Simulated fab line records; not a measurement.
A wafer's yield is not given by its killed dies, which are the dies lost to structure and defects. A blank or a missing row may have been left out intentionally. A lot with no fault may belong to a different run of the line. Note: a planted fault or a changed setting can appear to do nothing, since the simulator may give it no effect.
Comparing a struck lot with a sound one || flow nandHarc || 37 out of 1159 route steps
Sound: these wafers, L112.2, L112.4, L112.6. Wafers L122.2, L122.4, L122.6 were the ones struck. The cause is named last.
For every step that has rows: the tool of each side, followed by ch and its chambers, followed by its first start. Under that, the readings that differ: sound wafers || struck wafers || difference of the means || sigmas: that difference in standard deviations of wafers without a fault.
alike: readings whose means differ by less than 2 such deviations, and words and numbers that are the same on both sides. not compared: withheld readings, readings that some wafer has no value for, bounds like >300 that may hide the same value, and numbers for which the record gives no deviation and whose values overlap.
Wherever a step has rows on one side only, a row that says differs or no value, or a row with sigmas, the two part there. Numbers that don't overlap but have no deviation are shown without sigmas and don't part them. A reading missing from all wafers of one side parts the sides only when that side holds two or more wafers.

first, 4 steps without rows for these wafers: NHARC_A_SGD_CUT_PRECLEAN_18 (cleans in SC1); NHARC_A_SGD_CUT_SRD_19; NHARC_A_SGD_CUT_DEP_20 (deposits SiO2, target thk 150 nm); NHARC_A_SGD_CUT_ANNEAL_27 (time 1800 s).
NHARC_A_SGD_CUT_CMP_21: polishes, target thk 148.19 nm.
  sound on cmp-04 ch 1,2,3, day 15 16:23; struck on cmp-02 ch 0,2, day 18 06:07
  alike: motorCurrentA, timeToEndpointS
NHARC_A_SGD_CUT_THK_MEAS_22: measures by ellipsometry.
  sound on filmMetro-02, day 15 16:37; struck on filmMetro-01, day 18 06:22
  alike: thkNm
then, 2 steps without rows for these wafers: NHARC_A_SGD_CUT_SRD_23; NHARC_A_SGD_CUT_ETCH_26 (etches SiO2 in dHF, target depth 45.8 nm).
NHARC_A_SGD_CUT_ETCHBACK_24: etches the open film in CH3F/O2, target depth 50 nm, time 92.857 s.
  sound on rieDiel-13 ch 0,2, day 15 16:52; struck on rieDiel-01 ch 0,3, day 18 06:35
{"reading": "oesProductAu (a.u.)", "sound": "0.93 0.96 0.94", "struck": "1.02 1.01 1.00", "difference": "+0.07", "sigmas": "+2"}
  alike: drypumpMotorCurrentA, mfcArSccm, rfVppV, showerheadPlenumPTorr, throttleValvePct
  not compared: rfHoursCounterH
then, 1 step without rows for these wafers: NHARC_A_SGD_CUT_STRIP_28 (strips in O2, time 20 s).
NHARC_A_SGD_CUT_INSPECT_25:
  sound on defectInspect-02, day 15 17:06; struck on defectInspect-02, day 18 06:50
  alike: rawDefectCount
then, 1 step without rows for these wafers: NHARC_A_SLIT_DEP_25 (deposits SiO2, target thk 200 nm).
NHARC_A_SLIT_DEP_00: deposits aC, target thk 3200 nm.
  sound on aclDep-01 ch 0, day 15 17:50; struck on aclDep-01 ch 0, day 18 10:37
  alike: throttleValvePct
then, 9 steps without rows for these wafers: NHARC_A_SLIT_DEP_23 (deposits SiON, target thk 100 nm); NHARC_A_SLIT_DEHYDRATE_01 (time 120 s); NHARC_A_SLIT_HMDS_02 (time 30 s); NHARC_A_SLIT_COAT_03 (resist thk 90 nm); NHARC_A_SLIT_SOFTBAKE_04 (time 55 s); NHARC_A_SLIT_EBR_05; NHARC_A_SLIT_EXPOSE_06 (exposes mask SLIT); NHARC_A_SLIT_PEB_07 (peb time 65 s); NHARC_A_SLIT_DEVELOP_08 (develop time 35 s).
NHARC_A_SLIT_CD_MEAS_09: the cd target is 300 nm.
  sound on cdSem-01 ch 0, day 15 20:02; struck on cdSem-03 ch 0, day 18 13:03
  alike: cdNm
NHARC_A_SLIT_OVL_MEAS_10:
  sound on overlay-01, day 15 20:07; struck on overlay-02, day 18 13:08
  alike: overlayXNm, overlayYNm
NHARC_A_SLIT_INSPECT_11:
  sound on defectInspect-02, day 15 20:10; struck on defectInspect-02, day 18 13:10
{"reading": "rawDefectCount", "sound": "12 2 18", "struck": "29 31 38", "difference": "+22", "sigmas": "+2"}
NHARC_A_SLIT_DESCUM_14: chemistry O2, time 3 s.
  sound on rieDiel-02 ch 0,3, day 15 20:13; struck on rieDiel-04 ch 1,3, day 18 13:14
  alike: drypumpMotorCurrentA, mfcArSccm, oesProductAu, rfVppV, showerheadPlenumPTorr, throttleValvePct
  not compared: rfHoursCounterH
NHARC_A_SLIT_ETCH_24: etches the open film in CF4/CHF3, target depth 121 nm, time 60.5 s.
  sound on rieDiel-02 ch 1,2,3, day 15 20:19; struck on rieDiel-04 ch 0,1,2, day 18 13:20
{"reading": "oesProductAu (a.u.)", "sound": "0.993 0.980 0.965", "struck": "0.917 0.931 0.930", "difference": -0.053, "sigmas": -3}
  alike: drypumpMotorCurrentA, mfcArSccm, rfVppV, showerheadPlenumPTorr, throttleValvePct
  not compared: rfHoursCounterH
then, 2 steps without rows for these wafers: NHARC_A_SLIT_ETCH_15 (etches the open film in O2/COS, target depth 3200 nm, time 832 s); NHARC_A_SLIT_ETCH_17 (etches the open film in C4F8/O2/Ar, time 1687.5 s, target depth 10100 nm).
NHARC_A_SLIT_ETCH_26: etches the open film in C4F8/O2/Ar, time 90 s, target depth 400 nm.
  sound on harEtch-02 ch 0,1, day 15 23:08; struck on harEtch-02 ch 0,1, day 18 16:20
  alike: biasV, drypumpMotorCurrentA, heBacksideLeakSccm, mfcArSccm, showerheadPlenumPTorr, throttleValvePct
  not compared: rfHoursCounterH
then, 5 steps without rows for these wafers: NHARC_A_SLIT_STRIP_28 (strips in O2/COS); NHARC_A_SLIT_ETCH_29 (etches the open film in CF4/O2, target depth 100 nm, overetch 10 nm, time 55 s); NHARC_A_SLIT_STRIP_18 (strips in O2); NHARC_A_SLIT_PRECLEAN_19 (cleans in SC1); NHARC_A_SLIT_SRD_20.
NHARC_A_SLIT_CD_MEAS_21:
  sound on cdSem-01, day 16 00:15; struck on cdSem-02, day 18 17:27
  alike: cdNm
-- break in the record here, with 5 days between the starts of the struck wafers on either side (left off in module A_SLIT, picked up again in module END, where the first step shown is number 1159 on the route) --
NHARC_END_SORT_01:
  sound on prober-01 ch 0, day 22 07:53; struck on prober-01 ch 0, day 23 23:04
{"reading": "killedAtArray", "sound": "22 24", "struck": "668 672 667", "difference": "+646", "sigmas": "+77"}
{"reading": "killedDies", "sound": "23 27", "struck": "675 674 672", "difference": "+649", "sigmas": "+72"}
  alike: killedAtOther, killedAtPeriphery, killedOpen, killedShort

== WHERE THEY PART ==
Earliest at NHARC_A_SGD_CUT_ETCHBACK_24; latest, in this record, at NHARC_END_SORT_01.

WHY: the cause the simulator had injected
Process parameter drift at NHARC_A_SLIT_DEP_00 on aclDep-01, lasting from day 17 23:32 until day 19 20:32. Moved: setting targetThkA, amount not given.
